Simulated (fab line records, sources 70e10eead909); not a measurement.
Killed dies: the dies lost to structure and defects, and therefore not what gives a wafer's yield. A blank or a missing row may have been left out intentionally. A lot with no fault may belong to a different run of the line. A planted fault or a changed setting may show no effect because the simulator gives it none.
Chamber matching | flow nand_harc | NHARC_P_M1_CMP_23 on cmp-04 has 4 sister chambers
The step polishes, t overpolish 20 s, target thk 157.82 nm. 8 wafers are shown with their chamber, then 7 later ones without.

## WAFERS WITH THEIR CHAMBER
wafer  | chamber | motor_current_A (A) | time_to_endpoint_s (s)
L074.5 | 0       | 10.8                | 24.8
L080.3 | 1       | 14.8                | 24.9
L080.4 | 2       | 12.0                | 22.7
L085.1 | 3       | 11.5                | 31.0
L085.4 | 0       | 12.4                | 25.4
L085.5 | 1       | 14.1                | 29.8
L088.1 | 2       | 12.1                | 28.2
L088.5 | 3       | 11.2                | 33.2

## WAFERS MISSING THEIR CHAMBER
wafer  | motor_current_A (A) | time_to_endpoint_s (s)
L088.6 | 12.0                | 26.2
L093.2 | 11.5                | 25.2
L093.4 | 13.9                | 33.8
L093.5 | 11.1                | 27.2
L096.1 | 12.9                | 27.0
L096.3 | 11.2                | 25.4
L096.4 | 11.7                | 28.7

## CHAMBER TAKEN BY EACH
wafer  | from the rows above               | in truth
L088.6 | can't be placed: 2 or 0           | 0
L093.2 | can't be placed: 0 or 2           | 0
L093.4 | can't be placed: 1 or 3 or 2      | 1
L093.5 | can't be placed: 0 or 2 or 3      | 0
L096.1 | can't be placed: 2 or 0 or 1 or 3 | 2
L096.3 | can't be placed: 0 or 2 or 3      | 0
L096.4 | can't be placed: 2 or 0 or 3      | 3
Correctly placed: 0 of 7. From these rows, 7 cannot be placed; in 7 the true chamber is one of the candidates. Number placed wrongly: 0.
How it was worked out, from the rows above alone: a wafer's distance from a chamber is the root of the sum, over the readings, of the square of ((its reading less the chamber's mean) divided by the reading's scatter). The wafer belongs to the nearest chamber; if the next one is less than 2 further off, it can't be placed. The mean given for a chamber averages the wafers shown for that chamber. The scatter: the root of (the sum of the squares of (reading less its chamber's mean) over the shown wafers, divided by (wafers less chambers)).
